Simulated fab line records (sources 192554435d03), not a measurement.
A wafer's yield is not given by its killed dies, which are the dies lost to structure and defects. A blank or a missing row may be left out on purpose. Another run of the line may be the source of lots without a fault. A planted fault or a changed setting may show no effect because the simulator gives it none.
Split-lot experiment | flow n5 finfet | route with 1938 steps; 7 lots, 21 wafers read

## THE SPLIT ITSELF
At N5_FIN_SAQP_SPACER1_ALD_24 (deposits SiO2, target thk 20.3 nm, pulse time 1 s, purge time 2 s), the setting temp c was moved away from the recipe's 300 C on 7 of the 21 wafers read, by -4.0% to +3.4%. For the rest of the wafers, this setting stayed at what the recipe calls for.

The reading comes from the split's own step.

## THE READING
SiO2_of_FIN_SAQP_SPACER1_ALD_24.thk nm (the simulator's own value, which no gauge read), in nm, at N5_FIN_SAQP_SPACER1_ALD_24 (deposits SiO2, target thk 20.3 nm, pulse time 1 s, purge time 2 s). No usual value for it is given in the file. The 14 wafers here that ran the recipe average 20.3 nm, standard deviation 0.1 nm.

wafer  | tool, chamber at the split | temp c as run, C | against the recipe | SiO2_of_FIN_SAQP_SPACER1_ALD_24.thk nm, nm | against lot-mates on the recipe
L076.3 | ald sin-03, 1              | 300              | recipe             | 20.4                                       | -
L076.4 | ald sin-03, 0              | 310.1            | +3.4%              | 20.2                                       | -0.2
L076.5 | ald sin-03, 0              | 310.1            | +3.4%              | 20                                         | -0.4
L079.1 | ald sin-04, 1              | 287.9            | -4.0%              | 21                                         | +0.8
L079.6 | ald sin-04, 1              | 287.9            | -4.0%              | 21                                         | +0.8
L079.5 | ald sin-04, 2              | 300              | recipe             | 20.2                                       | -
L085.1 | ald sin-04, 1              | 300              | recipe             | 20.2                                       | -
L085.3 | ald sin-04, 0,3            | 300              | recipe             | 20.4                                       | -
L085.5 | ald sin-04, 0,3            | 300              | recipe             | 20.4                                       | -
L086.1 | ald sin-03, 1,3,0          | 300              | recipe             | 20.4                                       | -
L086.2 | ald sin-03, 1,3,0          | 300              | recipe             | 20.4                                       | -
L086.3 | ald sin-03, 1,3,0          | 300              | recipe             | 20.4                                       | -
L087.3 | ald sin-02, 2,0,3          | 300              | recipe             | 20.2                                       | -
L087.4 | ald sin-02, 2,0,3          | 300              | recipe             | 20.2                                       | -
L087.5 | ald sin-02, 2,0,3          | 300              | recipe             | 20.2                                       | -
L088.3 | ald sin-03, 2              | 300              | recipe             | 20.4                                       | -
L088.4 | ald sin-03, 3              | 305              | +1.7%              | 20.2                                       | -0.2
L088.5 | ald sin-03, 3              | 305              | +1.7%              | 20.2                                       | -0.2
L089.1 | ald sin-02, 0,3            | 300              | recipe             | 20.2                                       | -
L089.4 | ald sin-02, 0,3            | 300              | recipe             | 20.2                                       | -
L089.5 | ald sin-02, 2              | 305              | +1.7%              | 20                                         | -0.2
If several chambers appear in one row, that row covers several wafers at once and the file leaves open which wafer was in which chamber.

FIT RESULTS
A straight line over all 21 wafers: SiO2_of_FIN_SAQP_SPACER1_ALD_24.thk nm changes by -0.126 nm for each +1% of temp c; r = -0.87; the points scatter about the line by 0.13 nm.
The same after taking each lot's own level away (the mean of its wafers on the recipe; 21 wafers): -0.152 nm for each +1%; r = -0.95; scatter 0.095 nm.
On that fit, the largest move of temp c shifts the reading by 0.61 nm.
Measured against the standard deviation above, the lots' own levels, which go from 20.20 to 20.40 nm, span 2.0 times it.
In other words, the slope is changed by the lot-to-lot level; the two fits disagree.
Check: for one of the wafers moved furthest among these (-4.0%), held out of the fit, the line's prediction against its lot-mates is +0.588 nm. It came out at +0.8 nm against them.

## FURTHER SPLITS ON THESE WAFERS
These wafers also went through other splits before the reading. Each is held against what the fit with the lots' levels taken away leaves over:
other split on the same wafers | wafers away from the commonest value | r with SiO2_of_FIN_SAQP_SPACER1_ALD_24.thk nm (lot level and that fit taken away)
N5_WELL_APT_EXPOSE_22 dose mj  | 5                                    | -0.06
N5_WELL_APT_PEB_23 peb temp c  | 6                                    | -0.07

## FILE'S OWN FIT
SiO2_of_FIN_SAQP_SPACER1_ALD_24.thk nm changes by -0.148 nm for each +1% of temp c, r = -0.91.
